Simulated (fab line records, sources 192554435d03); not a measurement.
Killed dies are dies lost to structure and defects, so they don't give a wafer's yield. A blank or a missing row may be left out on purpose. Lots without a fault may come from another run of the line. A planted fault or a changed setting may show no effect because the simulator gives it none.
Split-lot experiment | flow n5_finfet | 7 lots, 39 wafers read, on a route of 1938 steps

THE SPLIT
At N5_DUMMY_GATE_ETCH_32 (etches SiO2 in CF4, target depth 3.5 nm, time 3.9 s), the setting time_s was moved away from the recipe's 3.9 s on 9 of the 39 wafers read, by -19.2% to +20.7%. The other wafers ran this setting at the recipe's value.

The reading is taken at the split's own step.

THE READING
etch.depth_nm (the simulator's own value, which no gauge read), in nm, at N5_DUMMY_GATE_ETCH_32 (etches SiO2 in CF4, target depth 3.5 nm, time 3.9 s). The file gives no usual value for it. The 30 wafers here that ran the recipe average 3.544 nm, standard deviation 0.058 nm.

wafer  | tool, chamber at the split | time_s as run, s | against the recipe | etch.depth_nm, nm | against lot-mates on the recipe
L075.1 | rie_si-02, 2               | 3.9              | recipe             | 3.586             | -
L075.2 | rie_si-02, 1               | 3.9              | recipe             | 3.423             | -
L075.3 | rie_si-02, 3               | 3.9              | recipe             | 3.547             | -
L075.4 | rie_si-02, 1               | 3.9              | recipe             | 3.412             | -
L075.5 | rie_si-02, 3               | 3.9              | recipe             | 3.525             | -
L075.6 | rie_si-02, 2               | 3.9              | recipe             | 3.569             | -
L080.1 | rie_si-01, 2               | 3.9              | recipe             | 3.49              | -
L080.2 | rie_si-01, 0               | 3.9              | recipe             | 3.641             | -
L080.6 | rie_si-01, 0               | 3.9              | recipe             | 3.669             | -
L084.1 | rie_si-02, 2               | 4.709            | +20.7%             | 4.299             | +0.743
L084.2 | rie_si-02, 1               | 4.709            | +20.7%             | 4.209             | +0.653
L084.3 | rie_si-02, 3               | 3.9              | recipe             | 3.561             | -
L084.4 | rie_si-02, 0               | 3.9              | recipe             | 3.527             | -
L084.5 | rie_si-02, 1               | 4.709            | +20.7%             | 4.169             | +0.613
L084.6 | rie_si-02, 2               | 3.9              | recipe             | 3.579             | -
L086.1 | rie_si-02, 0               | 3.9              | recipe             | 3.507             | -
L086.2 | rie_si-02, 1               | 3.151            | -19.2%             | 2.81              | -0.734
L086.3 | rie_si-02, 2               | 3.9              | recipe             | 3.579             | -
L086.4 | rie_si-02, 3               | 3.9              | recipe             | 3.547             | -
L086.5 | rie_si-02, 0,1             | 3.151            | -19.2%             | 2.816             | -0.728
L086.6 | rie_si-02, 0,1             | 3.151            | -19.2%             | 2.816             | -0.728
L092.1 | rie_si-01, 1               | 3.9              | recipe             | 3.477             | -
L092.2 | rie_si-01, 0               | 3.9              | recipe             | 3.589             | -
L092.3 | rie_si-01, 2               | 3.9              | recipe             | 3.5               | -
L092.4 | rie_si-01, 3               | 3.9              | recipe             | 3.542             | -
L092.5 | rie_si-01, 0               | 3.9              | recipe             | 3.609             | -
L092.6 | rie_si-01, 3               | 3.9              | recipe             | 3.567             | -
L093.1 | rie_si-01, 3               | 3.486            | -10.6%             | 3.161             | -0.388
L093.2 | rie_si-01, 0               | 3.486            | -10.6%             | 3.189             | -0.360
L093.3 | rie_si-01, 2               | 3.486            | -10.6%             | 3.106             | -0.443
L093.4 | rie_si-01, 1               | 3.9              | recipe             | 3.494             | -
L093.5 | rie_si-01, 3               | 3.9              | recipe             | 3.556             | -
L093.6 | rie_si-01, 0               | 3.9              | recipe             | 3.597             | -
L094.1 | rie_si-01, 2               | 3.9              | recipe             | 3.453             | -
L094.2 | rie_si-01, 3               | 3.9              | recipe             | 3.55              | -
L094.3 | rie_si-01, 0               | 3.9              | recipe             | 3.57              | -
L094.4 | rie_si-01, 1               | 3.9              | recipe             | 3.482             | -
L094.5 | rie_si-01, 3               | 3.9              | recipe             | 3.565             | -
L094.6 | rie_si-01, 0               | 3.9              | recipe             | 3.592             | -
Where a row lists several chambers, the file gives one row for several wafers and doesn't say which wafer went through which chamber.

THE FIT
A straight line over all 39 wafers: etch.depth_nm changes by +0.0354 nm for each +1% of time_s; r = +0.98; the points scatter about the line by 0.059 nm.
The same after taking each lot's own level away (the mean of its wafers on the recipe; 39 wafers): +0.0351 nm for each +1%; r = +0.98; scatter 0.055 nm.
On that fit, the largest move of time_s shifts the reading by 0.73 nm.
The lots' own levels span 3.5103 to 3.6000 nm, that is 1.5 times the standard deviation above.
So the lot-to-lot level changes the slope little: the two slopes agree.
Check: with one of the wafers moved furthest among these (+20.7%) left out of the fit, the line predicts +0.712 nm for it against its lot-mates. It came out at +0.743 nm against them.

OTHER SPLITS ON THESE WAFERS
These wafers also went through other splits before the reading. Each is held against what the fit with the lots' levels taken away leaves over:
other split on the same wafers | wafers away from the commonest value | r with etch.depth_nm (lot level and that fit taken away)
N5_FIN_CUT_CUT_ETCH_15 time_s  | 15                                   | -0.13
N5_DUMMY_GATE_ETCH_37 source_w | 18                                   | -0.23

THE FILE'S OWN FIT
etch.depth_nm changes by +0.0352 nm for each +1% of time_s, r = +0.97.
